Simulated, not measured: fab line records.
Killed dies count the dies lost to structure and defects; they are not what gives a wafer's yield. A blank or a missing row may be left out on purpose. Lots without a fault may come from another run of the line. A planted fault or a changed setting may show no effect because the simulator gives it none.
fab line records	flow n5-finfet
record lots=9	wafers=27	last-day=17
route steps=1938 shown BEOL_M0_SAQP@635 BEOL_M4@1111 PASSIVATION@1936
lots with no fault: from the same line, run without faults
start-h: hours from the record's first day to the start of the lot's first wafer shown	wait-h: how many hours have passed since the lot's step before this one	" unchanged from the row above	L1.1+2: a single row standing in for several wafers	- value missing, or start not given	* or withheld: withheld	< > ~ a bound
route shown NAME@n: NAME is a module with steps in the file, n the number in the route of the first one	usual: average and standard deviation across the fault-free wafers	same: alike in all rows	chamber/n: place in a boat	sites: the reading at each site	_std_site: the standard deviation of these	_edge_site: mean of outer sites minus mean of inner sites	radius-mm: how far each site lies from the wafer's centre	mask NAME#n: copy n	behind: tool/chamber where the wafer was last shaped	hold: why the lot was held/for how many hours/how that ended	device: the n, p or np transistor that did not switch	end of line: the route-end tests of the same wafers	a step with no rows: only its recipe	killed: dies that structure and defects cost at the first sort, which is not the same as the wafer's yield	map: per-die view of a wafer (x killed, . not killed, _ where there is no die)
set.NAME: setting as actually run; set.NAME@STEP: the setting as run at that earlier step	model.NAME: the simulator's own value behind a step, which no gauge read
a sample of lots followed through the steps of the route, with each step as a table and each wafer as a row
services: when a tool's chamber went out of use (start-h, in hours from the record's first day, below 0 if earlier), for how many hours, and the reason
## steps
# step N5_BEOL_M0_SAQP_PECVD_03
# recipe material=SiCN	target-thk-a=120	temp-c=withheld	precursor=3MS/NH3	pressure-torr=3	rf-w=202	time-s=21.1
# usual showerhead-plenum-p-Torr=3.671/0.012	throttle-valve-pct=9.1/0.51
lot.wafer	tool	chamber	start-h	wait-h	showerhead-plenum-p-Torr	throttle-valve-pct
L710.3	pecvd-04	0	139.17	0.1	3.687	9.7
L710.4	"	1	"	"	3.681	10.0
L710.6	"	2	"	"	3.663	8.9
L711.1	pecvd-01	0	144.02	0.1	3.654	9.1
L711.2	"	1	"	"	3.676	8.8
L711.6	"	2	"	"	3.661	8.8
L712.2	pecvd-02	2	151.48	0.1	3.679	8.1
L712.3	"	1	"	"	3.659	9.1
L712.5	"	1	"	"	3.651	8.6
L717.4	pecvd-02	1	187.82	0.1	3.656	8.8
L717.5	"	2	"	"	3.677	8.2
L717.6	"	0	"	"	3.685	8.9
L718.1	pecvd-01	1	191.16	0.1	3.664	8.7
L718.3	"	2	"	"	3.663	8.9
L718.5	"	1	"	"	3.678	8.7
L719.2	pecvd-02	0	200.70	0.1	3.677	8.7
L719.3	"	1	"	"	3.649	8.9
L719.6	"	2	"	"	3.673	8.2
L721.1	pecvd-02	2	208.23	0.1	3.674	8.3
L721.4	"	2	"	"	3.673	8.2
L721.6	"	0	"	"	3.683	8.9
L723.1	pecvd-01	1	211.51	0.1	3.673	8.8
L723.4	"	1	"	"	3.670	8.7
L723.5	"	0	"	"	3.648	9.4
L724.1	pecvd-02	1	226.06	0.1	3.660	9.1
L724.4	"	1	"	"	3.651	8.8
L724.5	"	2	"	"	3.668	8.2
# step N5_BEOL_M0_SAQP_DESCUM_19
# recipe chemistry=O2	time-s=7.9	source-power-w=50	bias-power-w=20	pressure-mtorr=20	rf-frequency-hz=2.712e+07	temp-c=40	resist=CAR-ArF	o2-flow-sccm=225
# usual drypump-motor-current-A=5.5/0.44	oes-product-au=0.80/0.099	rf-vpp-V=243.6/1.4	showerhead-plenum-p-Torr=2.12/0.075	throttle-valve-pct=20.4/0.37
lot.wafer	tool	chamber	start-h	wait-h	drypump-motor-current-A	oes-product-au	rf-hours-counter-h	rf-vpp-V	showerhead-plenum-p-Torr	throttle-valve-pct
L710.3	rie-diel-05	2	139.97	0.1	5.7	0.96	4	242.5	2.03	20.0
L710.4	"	3	"	"	5.3	0.70	-	241.7	2.09	20.9
L710.6	"	1	"	"	5.5	0.71	-	241.6	2.06	20.3
L711.1	rie-diel-04	3	145.22	0.6	5.0	0.91	19	243.8	2.10	19.7
L711.2	"	1	"	"	6.2	0.69	223	239.9	2.00	20.7
L711.6	"	2	"	"	4.9	0.82	-	243.3	2.15	20.5
L712.2	rie-diel-05	1	152.40	0.2	5.5	0.70	204	243.0	2.06	20.3
L712.3	"	2	"	"	5.7	0.94	9	243.5	2.03	20.0
L712.5	"	2	"	"	5.7	0.94	-	242.6	2.03	20.0
L717.4	rie-diel-04	0	188.58	0.0	5.3	0.93	13	245.3	2.26	20.2
L717.5	"	1	"	"	6.2	0.68	-	241.1	2.00	20.7
L717.6	"	0	"	"	5.3	0.93	-	245.4	2.26	20.2
L718.1	rie-diel-04	2	191.94	0.0	4.9	0.80	90	244.1	2.14	20.5
L718.3	"	0	"	"	5.3	0.92	14	244.1	2.26	20.2
L718.5	"	2	"	"	4.9	0.80	-	244.2	2.14	20.5
L719.2	rie-diel-02	3	201.48	0.0	5.4	0.88	39	245.2	2.23	20.3
L719.3	"	2	"	"	5.7	0.68	249	243.1	2.09	21.0
L719.6	"	3	"	"	5.4	0.88	-	244.9	2.23	20.3
L721.1	rie-diel-02	0	209.01	0.0	6.0	0.74	195	242.2	2.08	20.6
L721.4	"	0	"	"	6.0	0.73	-	243.0	2.08	20.6
L721.6	"	3	"	"	5.4	0.88	-	246.3	2.23	20.3
L723.1	rie-diel-02	0	212.38	0.0	6.1	0.72	196	242.0	2.08	20.6
L723.4	"	1	"	"	5.9	0.71	-	244.2	2.16	20.6
L723.5	"	3	"	"	5.4	0.87	-	245.2	2.23	20.3
L724.1	rie-diel-04	1	226.88	0.1	6.2	0.67	244	242.6	1.99	20.8
L724.4	"	3	"	"	5.0	0.86	41	243.5	2.09	19.7
L724.5	"	0	"	"	5.3	0.90	-	245.4	2.25	20.2
# step N5_BEOL_M0_SAQP_ETCH_107
# recipe chemistry=CH3F/O2	target=SiNx	target-depth-a=300	mask-material=SOC	pressure-mtorr=30	source-w=395	bias-w=73	Ar_flow_sccm=150	CH3F_flow_sccm=30	O2_flow_sccm=20	ion-energy-ev=120
# usual bias-w=73.03/0.24	drypump-motor-current-A=5.6/0.45	oes-product-au=0.79/0.11	rf-vpp-V=299/8.9	showerhead-plenum-p-Torr=2.01/0.073	throttle-valve-pct=16.3/0.33
lot.wafer	tool	chamber	start-h	wait-h	bias-w	drypump-motor-current-A	oes-product-au	rf-hours-counter-h	rf-vpp-V	showerhead-plenum-p-Torr	throttle-valve-pct
L710.3	rie-diel-05	2	144.65	0.0	72.69	5.8	0.96	7	290	1.95	15.9
L710.4	"	1	"	"	72.77	5.5	0.70	-	294	1.96	16.3
L710.6	"	3	"	"	73.01	5.3	0.70	-	293	1.95	16.6
L711.1	rie-diel-04	0	147.93	0.0	72.98	5.3	0.99	2	315	2.13	15.8
L711.2	"	3	"	"	73.33	5.0	0.91	19	304	2.06	16.0
L711.6	"	3	"	"	73.20	5.0	0.91	-	303	2.06	16.0
L712.2	rie-diel-05	2	155.31	0.0	73.18	5.8	0.95	10	289	1.95	15.9
L712.3	"	0	"	"	72.99	6.4	0.72	184	308	2.10	16.8
L712.5	"	2	"	"	73.56	5.8	0.95	-	291	1.95	15.9
L717.4	rie-diel-04	3	191.29	0.0	73.25	5.0	0.90	-	303	2.06	16.0
L717.5	"	2	"	"	73.02	4.9	0.81	-	284	2.03	16.3
L717.6	"	0	"	"	72.83	5.2	0.93	-	315	2.13	15.8
L718.1	rie-diel-05	1	196.90	0.0	57.95	5.5	0.65	215	243	1.95	16.3
L718.3	"	3	"	"	57.63	5.3	0.66	243	244	1.94	16.6
L718.5	"	1	"	"	58.13	5.5	0.65	-	246	1.95	16.3
L719.2	rie-diel-05	3	203.90	0.0	57.96	5.3	0.65	245	244	1.94	16.6
L719.3	"	1	"	"	58.22	5.5	0.65	217	246	1.95	16.3
L719.6	"	3	"	"	57.75	5.3	0.65	-	245	1.94	16.6
L721.1	rie-diel-04	1	211.38	0.0	72.63	6.2	0.68	240	303	1.92	16.7
L721.4	"	0	"	"	72.89	5.3	0.90	19	314	2.12	15.8
L721.6	"	1	"	"	73.15	6.2	0.68	-	305	1.92	16.7
L723.1	rie-diel-04	3	215.09	0.0	73.05	5.0	0.87	38	302	2.06	16.0
L723.4	"	0	"	"	73.12	5.3	0.92	21	314	2.12	15.8
L723.5	"	1	"	"	72.87	6.2	0.68	-	304	1.92	16.7
L724.1	rie-diel-02	3	229.22	0.0	73.31	5.4	0.86	48	301	2.11	16.1
L724.4	"	1	"	"	73.01	5.8	0.70	195	294	2.07	16.6
L724.5	"	3	"	"	73.23	5.4	0.86	-	299	2.11	16.1
# step N5_BEOL_M0_SAQP_SPACER2_ALD_26
# recipe material=SiO2	target-thk-a=150	temp-c=300	ald-precursor-family=BDEAS	ald-co-reactant=O2-plasma	pulse-time-s=1	purge-time-s=2	co-reactant-purge-time-s=2	pressure-torr=2
# usual heater-power-w=485/46	precursor-pulse-height-rel=1.002/0.021
lot.wafer	tool	chamber	start-h	wait-h	heater-power-w	precursor-pulse-height-rel
L710.3	ald-sin-04	0	146.18	1.4	476	0.991
L710.4	"	1	"	"	479	1.050
L710.6	"	2	"	"	503	1.003
L711.1	ald-sin-03	1	148.17	0.1	435	0.986
L711.2	"	0	"	"	548	1.016
L711.6	"	1	"	"	440	0.980
L712.2	ald-sin-03	1	155.56	0.1	433	1.014
L712.3	"	2	"	"	533	1.018
L712.5	"	0	"	"	528	1.007
L717.4	ald-sin-03	2	191.67	0.2	540	0.995
L717.5	"	2	"	"	526	0.969
L717.6	"	1	"	"	438	1.019
L718.1	ald-sin-04	2	197.14	0.1	513	1.058
L718.3	"	3	"	"	503	1.011
L718.5	"	2	"	"	518	1.002
L719.2	ald-sin-02	2	204.15	0.1	438	1.001
L719.3	"	1	"	"	547	1.008
L719.6	"	3	"	"	494	1.028
L721.1	ald-sin-03	3	211.68	0.1	460	1.003
L721.4	"	0	"	"	534	1.000
L721.6	"	0	"	"	534	0.997
L723.1	ald-sin-02	0	215.34	0.1	417	0.994
L723.4	"	1	"	"	540	0.994
L723.5	"	3	"	"	510	1.019
L724.1	ald-sin-04	1	229.47	0.1	474	1.048
L724.4	"	2	"	"	512	1.020
L724.5	"	0	"	"	480	1.001
# step N5_BEOL_M4_RC_MEAS_101
# usual DIBL_N=36.6/2.1	DIBL_P=36.5/2.7	IOFF_N=0.17/0.043	IOFF_P=0.22/0.045	ION_N=674/17	ION_P=461/9.9	SS_N=71.7/0.79	SS_P=73.4/0.79	VT_N=249/4	VT_P=-250/3.3
lot.wafer	tool	chamber	start-h	wait-h	DIBL_N[mV/V]	DIBL_P[mV/V]	IOFF_N[nA/um]	IOFF_P[nA/um]	ION_N[uA/um]	ION_P[uA/um]	SS_N[mV/dec]	SS_P[mV/dec]	VT_N[mV]	VT_P[mV]
L711.1	prober-02	0	208.94	0.0	39.1	38.8	0.20	0.23	668	454	72.6	73.9	249	-251
L711.2	"	0	"	"	41.6	42.6	0.28	0.30	695	467	72.6	74.9	243	-248
L711.6	"	0	"	"	41.1	42.1	0.23	0.28	702	472	72.1	74.9	247	-249
L712.2	prober-01	0	209.24	0.2	35.3	37.4	0.13	0.21	659	456	71.8	73.9	252	-251
L712.3	"	0	"	"	32.8	33.5	0.10	0.16	664	462	70.7	72.6	256	-254
L712.5	"	0	"	"	32.1	33.0	0.10	0.15	662	459	71.0	72.1	257	-254
L710.3	prober-02	0	215.73	0.3	39.5	41.3	0.25	0.30	692	469	73.0	74.9	244	-246
L710.4	"	0	"	"	39.0	40.2	0.25	0.30	689	468	72.0	74.1	242	-245
L710.6	"	0	"	"	37.1	36.6	0.20	0.23	687	465	72.0	73.9	248	-246
L717.4	prober-01	0	250.24	0.5	34.9	33.3	0.14	0.17	683	465	71.6	72.3	252	-248
L717.5	"	0	"	"	35.6	34.0	0.16	0.19	686	470	71.4	72.0	248	-248
L717.6	"	0	"	"	36.1	35.9	0.15	0.21	680	467	71.4	73.3	251	-246
L719.2	prober-02	0	253.65	0.2	34.3	33.8	0.13	0.17	665	460	71.2	74.0	250	-251
L719.3	"	0	"	"	39.3	40.0	0.23	0.26	699	466	72.1	74.0	242	-248
L719.6	"	0	"	"	37.2	37.4	0.18	0.22	682	461	71.0	73.3	248	-249
L723.1	prober-01	0	267.84	0.0	37.2	37.6	0.17	0.22	658	452	71.1	74.0	250	-249
L723.4	"	0	"	"	38.0	39.5	0.20	0.25	682	465	72.1	73.7	245	-248
L723.5	"	0	"	"	35.6	34.8	0.15	0.18	673	455	71.3	73.8	251	-250
L718.1	prober-02	0	269.86	0.0	35.7	36.7	0.15	0.22	667	466	71.7	73.9	253	-248
L718.3	"	0	"	"	36.4	37.6	0.16	0.24	666	466	71.9	73.5	252	-247
L718.5	"	0	"	"	35.5	36.8	0.14	0.22	673	465	70.7	73.5	252	-249
L721.1	prober-02	0	274.00	0.0	37.2	38.4	0.15	0.22	660	455	72.0	73.3	252	-249
L721.4	"	0	"	"	39.3	40.1	0.21	0.26	677	462	72.3	73.8	245	-247
L721.6	"	0	"	"	35.4	35.7	0.14	0.18	668	460	71.1	72.7	248	-250
L724.1	prober-01	0	282.81	0.0	37.2	37.7	0.18	0.24	699	478	72.0	73.5	247	-246
L724.4	"	0	"	"	36.0	36.6	0.17	0.23	678	465	71.1	73.3	246	-247
L724.5	"	0	"	"	37.9	38.2	0.19	0.24	664	456	72.0	73.2	245	-249
# step N5_PASSIVATION_PROBE_49
# usual defect-limited-yield=91.5/1.7	killed_at_M0_to_M3=33/11	killed_at_M4_up=13/5.2	killed-at-contacts=11/5.7	killed-at-front-end=39/11	killed-at-other=4/3	killed-dies=101/20	killed-open=66/15	killed-short=33/8.4	sort_bin_4_leakage=0.01/0.073	sort_bin_5_function=5.0/1.1	sort_bin_6_memory=3.2/0.69	sort-n-pass=1078/20	sort-yield-pct=91.4/1.7
# same gross-dies=1180	killed-at-back-side=0	sort_bin_8_speed[%]=0
lot.wafer	tool	chamber	start-h	wait-h	defect-limited-yield[%]	killed_at_M0_to_M3	killed_at_M4_up	killed-at-contacts	killed-at-front-end	killed-at-other	killed-dies	killed-open	killed-short	sort_bin_4_leakage[%]	sort_bin_5_function[%]	sort_bin_6_memory[%]	sort-n-pass	sort-yield-pct[%]
L710.3	prober-01	-	320.07	0.1	89.6	41	15	10	57	0	123	76	44	0	5.7	4.4	1057	89.6
L710.4	prober-01	-	320.12	0.2	90.4	23	31	16	41	2	113	81	31	0.08	5.6	3.7	1066	90.3
L710.6	prober-01	-	320.22	0.3	93.0	32	15	19	15	2	83	53	25	0	3.6	3.0	1097	93.0
L711.1	prober-02	-	321.23	0.1	94.2	25	9	4	23	7	68	38	29	0	3.6	1.6	1112	94.2
L711.2	prober-02	-	321.28	0.2	91.8	28	9	19	40	1	97	55	40	0.17	4.2	3.6	1081	91.6
L711.6	prober-02	-	321.48	0.4	94.8	10	11	6	31	3	61	35	25	0	2.9	2.1	1119	94.8
L723.1	prober-01	-	378.54	0.0	93.5	21	6	5	39	6	77	36	33	0	3.7	1.9	1103	93.5
L723.4	prober-01	-	378.69	0.2	90.2	52	19	9	28	8	116	63	51	0	5.8	3.5	1064	90.2
L723.5	prober-01	-	378.74	0.2	93.3	24	12	4	34	5	79	65	13	0	3.6	2.9	1101	93.3
L721.1	prober-02	-	385.93	0.0	93.2	21	10	8	39	2	80	52	28	0	4.6	1.8	1100	93.2
L721.4	prober-02	-	386.08	0.2	92.4	26	16	11	33	4	90	60	30	0	4.5	3.1	1090	92.4
L721.6	prober-02	-	386.18	0.3	91.4	30	13	5	50	3	101	69	30	0	4.3	3.9	1079	91.4
# killed by level:class
L710.3 FIN_SAQP:geometric-particle:open=13 STI_FIN_REVEAL:geometric-particle:open=13 BEOL_M0_SAQP:geometric-particle:short=12 BEOL_M0_SAQP:geometric-particle:open=11 FIN_SAQP:geometric-particle:short=10 GATE_CUT:geometric-particle:short=9 BEOL_M4:geometric-particle:open=8 MOL_CONTACT_COAG:geometric-particle:open=7
L710.4 MOL_CONTACT_COAG:geometric-particle:open=15 BEOL_M4:geometric-particle:open=13 FIN_SAQP:geometric-particle:open=12 BEOL_M4:geometric-particle:short=7 DUMMY_GATE:geometric-particle:open=6 BEOL_M0_SAQP:geometric-particle:open=6 GATE_CUT:geometric-particle:open=5 BEOL_M0_SAQP:geometric-particle:short=5
L710.6 MOL_CONTACT_COAG:geometric-particle:open=16 BEOL_M3:geometric-particle:open=9 BEOL_M1:geometric-particle:open=5 BEOL_M1:geometric-particle:short=5 STI_FIN_REVEAL:geometric-particle:open=4 BEOL_M0_SAQP:geometric-particle:short=4 BEOL_M4:geometric-particle:open=4 GATE_CUT:geometric-particle:short=3
L711.1 BEOL_M0_SAQP:geometric-particle:open=11 GATE_CUT:geometric-particle:short=8 BEOL_M0_SAQP:geometric-particle:short=8 FIN_SAQP:geometric-particle:open=3 FIN_SAQP:geometric-particle:short=3 BEOL_M8:geometric-particle:open=3 MOL_CONTACT_COAG:geometric-particle:open=3 PASS1_DEP:geometric-particle:open=3
L711.2 MOL_CONTACT_COAG:geometric-particle:open=15 FIN_SAQP:geometric-particle:short=10 BEOL_M0_SAQP:geometric-particle:open=8 BEOL_M0_SAQP:geometric-particle:short=7 DUMMY_GATE:geometric-particle:open=6 FIN_SAQP:geometric-particle:open=5 BEOL_M3:geometric-particle:short=5 MOL_CONTACT_COAG:geometric-particle:short=4
L711.6 FIN_SAQP:geometric-particle:open=11 GATE_CUT:geometric-particle:short=8 MOL_CONTACT_COAG:geometric-particle:open=4 BEOL_M4:geometric-particle:open=3 STARTING-WAFER:geometric-particle:short=3 FIN_SAQP:geometric-particle:short=2 STI_FIN_REVEAL:geometric-particle:open=2 MOL_CONTACT_COAG:geometric-particle:short=2
L723.1 HKMG_FIN:area-etch=8 FIN_SAQP:geometric-particle:short=7 BEOL_M0_SAQP:geometric-particle:short=7 STI_FIN_REVEAL:geometric-particle:open=6 MOL_CONTACT_COAG:geometric-particle:open=5 BEOL_M0_SAQP:geometric-particle:open=5 STI_FIN_REVEAL:geometric-particle:short=3 DUMMY_GATE:geometric-particle:open=3
L723.4 BEOL_M0_SAQP:geometric-particle:short=18 BEOL_M4:geometric-particle:open=11 BEOL_M0_SAQP:geometric-particle:open=10 STI_FIN_REVEAL:geometric-particle:open=9 STARTING-WAFER:geometric-particle:short=7 MOL_CONTACT_COAG:geometric-particle:open=6 BEOL_M1:geometric-particle:open=6 BEOL_M2:geometric-particle:open=5
L723.5 BEOL_M0_SAQP:geometric-particle:open=10 STI_FIN_REVEAL:geometric-particle:open=8 FIN_SAQP:geometric-particle:open=7 BEOL_M4:geometric-particle:open=7 BEOL_M3:geometric-particle:open=6 FIN_SAQP:geometric-particle:short=5 MOL_CONTACT_COAG:geometric-particle:open=4 STARTING-WAFER:geometric-particle:open=4
L721.1 FIN_SAQP:geometric-particle:short=11 FIN_SAQP:geometric-particle:open=9 STI_FIN_REVEAL:geometric-particle:open=8 MOL_CONTACT_COAG:geometric-particle:open=7 BEOL_M1:geometric-particle:open=6 BEOL_M0_SAQP:geometric-particle:short=6 BEOL_M4:geometric-particle:open=6 DUMMY_GATE:geometric-particle:open=5
L721.4 STI_FIN_REVEAL:geometric-particle:open=9 MOL_CONTACT_COAG:geometric-particle:open=8 FIN_SAQP:geometric-particle:open=7 FIN_SAQP:geometric-particle:short=6 BEOL_M3:geometric-particle:open=6 BEOL_M2:geometric-particle:open=5 BEOL_M0_SAQP:geometric-particle:open=5 BEOL_M0_SAQP:geometric-particle:short=5
L721.6 FIN_SAQP:geometric-particle:open=14 FIN_SAQP:geometric-particle:short=9 DUMMY_GATE:geometric-particle:open=9 BEOL_M2:geometric-particle:open=8 STI_FIN_REVEAL:geometric-particle:open=7 BEOL_M0_SAQP:geometric-particle:open=5 BEOL_M4:geometric-particle:open=5 BEOL_M5:geometric-particle:open=5
## services
tool	chamber	start-h	hours	kind
rie-diel-04	0	124.66	-	clean
rie-diel-04	0	124.66	-	consumable-replace:focus-ring
rie-diel-04	0	124.66	-	consumable-replace:showerhead
rie-diel-04	0	124.66	17.3	scheduled-down
rie-diel-04	0	124.66	17.3	vent-cycle
rie-diel-02	0	137.14	1.7	repair
rie-diel-05	0	139.20	12.1	repair
ald-sin-03	3	150.42	5.6	repair
ald-sin-04	2	164.94	4.4	repair
rie-diel-02	2	167.26	2.7	repair
ald-sin-03	0	168.46	15.3	repair
rie-diel-04	3	171.42	1.6	repair
ald-sin-02	0	176.86	13.6	repair
rie-diel-04	1	190.80	1.3	repair
pecvd-01	0	196.20	4.1	repair
rie-diel-02	2	204.99	-	clean
ald-sin-04	3	221.86	24.5	repair
rie-diel-05	3	222.62	-	clean
rie-diel-05	3	222.62	-	consumable-replace:focus-ring
rie-diel-05	3	222.62	24.3	scheduled-down
rie-diel-05	3	222.62	24.3	vent-cycle
pecvd-04	1	225.77	26.1	repair
ald-sin-03	2	226.12	7.1	repair
ald-sin-02	1	226.49	5.0	repair
## key
first-sign step=N5_BEOL_M0_SAQP_ETCH_107	reading=bias-w	direction=down	sigmas=64	usual=*	struck=*
effect step=N5_BEOL_M0_SAQP_ETCH_107	reading=rf-vpp-V	direction=down	sigmas=6.1	usual=299	struck=245
met-at N5_BEOL_M0_SAQP_ETCH_107
struck-lots L718,L719
not-acting-at N5_BEOL_M0_SAQP_PECVD_03,N5_BEOL_M0_SAQP_DESCUM_19,N5_BEOL_M0_SAQP_SPACER2_ALD_26
onset-between 155.31 196.90
fault kind=process-parameter-drift	tool=rie-diel-05	chamber=-	onset-h=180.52	steps=N5_BEOL_M0_SAQP_ETCH_107	channel=bias-w	offset=*	shape=step	end-h=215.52	acts-in=*	stated=*
